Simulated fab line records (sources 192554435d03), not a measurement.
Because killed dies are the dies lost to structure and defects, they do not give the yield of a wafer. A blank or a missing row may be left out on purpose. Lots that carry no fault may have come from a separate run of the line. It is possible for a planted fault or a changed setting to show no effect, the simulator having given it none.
Matching of chambers ; flow n5-finfet ; N5_BEOL_M3_ETCHBACK_99 on rie-diel-05 has 4 sister chambers
The step etches SiO2 in CHF3, target depth 5 nm, time 10.4 s. 4 wafers are shown with their chamber, then 8 later ones without.

WAFERS, EACH WITH ITS CHAMBER
wafer;chamber;drypump-motor-current-A (A)
L083.5;3;5.1
L090.4;0;6.0
L090.5;2;5.1
L091.2;1;5.8

WAFERS MISSING THEIR CHAMBER
wafer;drypump-motor-current-A (A)
L091.3;6.1
L091.5;5.8
L095.1;6.0
L095.3;5.1
L095.5;5.9
L096.2;5.2
L096.4;6.0
L096.6;5.1

WHICH CHAMBER EACH ONE RAN IN
wafer;from the rows above;in truth
L091.3;0;0
L091.5;1;1
L095.1;0;0
L095.3;can't be placed: 2 or 3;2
L095.5;can't be placed: 0 or 1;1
L096.2;can't be placed: 2 or 3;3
L096.4;0;0
L096.6;can't be placed: 2 or 3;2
4 of 8 placed correctly. Can't be placed from these rows: 4 (the true chamber is among the candidates in 4). 0 placed wrongly.
How it was worked out, from the rows above alone: a wafer's distance from a chamber is the root of the sum, over the readings, of the square of ((its reading less the chamber's mean) divided by the reading's scatter). If the next closest chamber is less than 2 further off than the closest, the wafer can't be placed; otherwise it belongs to the closest. A chamber's mean is the mean of its shown wafers. The scatter (one wafer shown for each chamber): square how far every hidden wafer sits from the nearest shown wafer, average those squares and take the square root.
